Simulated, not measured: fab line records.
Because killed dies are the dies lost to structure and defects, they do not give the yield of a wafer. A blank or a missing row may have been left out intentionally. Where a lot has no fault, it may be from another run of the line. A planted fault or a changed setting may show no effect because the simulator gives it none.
Matching of chambers :: flow nand_harc :: NHARC_P_M1_DEP_33 on pecvd-01 has 3 sister chambers
The step deposits SiCN, target thk 30 nm. 6 wafers are shown with their chamber, then 12 later ones without.

EACH WAFER AND ITS CHAMBER
wafer: L086.2
chamber: 0
heater_power_w (W): 558

wafer: L086.5
chamber: 1
heater_power_w (W): 463

wafer: L086.6
chamber: 2
heater_power_w (W): 540

wafer: L087.1
chamber: 1
heater_power_w (W): 527

wafer: L087.2
chamber: 2
heater_power_w (W): 432

wafer: L087.6
chamber: 0
heater_power_w (W): 519

WAFERS WHOSE CHAMBER IS MISSING
wafer: L090.1
heater_power_w (W): 511

wafer: L090.4
heater_power_w (W): 539

wafer: L090.6
heater_power_w (W): 515

wafer: L091.1
heater_power_w (W): 496

wafer: L091.2
heater_power_w (W): 555

wafer: L091.4
heater_power_w (W): 530

wafer: L096.2
heater_power_w (W): 577

wafer: L096.4
heater_power_w (W): 577

wafer: L096.6
heater_power_w (W): 510

wafer: L097.2
heater_power_w (W): 523

wafer: L097.4
heater_power_w (W): 580

wafer: L097.6
heater_power_w (W): 559

WHICH CHAMBER EACH WENT THROUGH
wafer: L090.1
from the rows above: can't be placed: 1 or 2 or 0
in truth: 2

wafer: L090.4
from the rows above: can't be placed: 0 or 1 or 2
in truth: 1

wafer: L090.6
from the rows above: can't be placed: 1 or 0 or 2
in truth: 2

wafer: L091.1
from the rows above: can't be placed: 1 or 2 or 0
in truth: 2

wafer: L091.2
from the rows above: can't be placed: 0 or 1 or 2
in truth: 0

wafer: L091.4
from the rows above: can't be placed: 0 or 1 or 2
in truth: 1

wafer: L096.2
from the rows above: can't be placed: 0 or 1 or 2
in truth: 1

wafer: L096.4
from the rows above: can't be placed: 0 or 1 or 2
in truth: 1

wafer: L096.6
from the rows above: can't be placed: 1 or 2 or 0
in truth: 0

wafer: L097.2
from the rows above: can't be placed: 0 or 1 or 2
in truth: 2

wafer: L097.4
from the rows above: can't be placed: 0 or 1 or 2
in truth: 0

wafer: L097.6
from the rows above: can't be placed: 0 or 1 or 2
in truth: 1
Correct placement for 0 of the 12. Unplaceable from these rows: 12, with the true chamber sitting among the candidates in 12. Number placed wrongly: 0.
How it was worked out, from the rows above alone: a wafer's distance from a chamber is the root of the sum, over the readings, of the square of ((its reading less the chamber's mean) divided by the reading's scatter). If the next closest chamber is less than 2 further off than the closest, the wafer can't be placed; otherwise it belongs to the closest. Each chamber's mean is taken over the wafers shown for it. How the scatter is found: for the shown wafers, subtract from each reading the mean of its chamber, square and add these, divide the total by (wafers less chambers), then take the root.
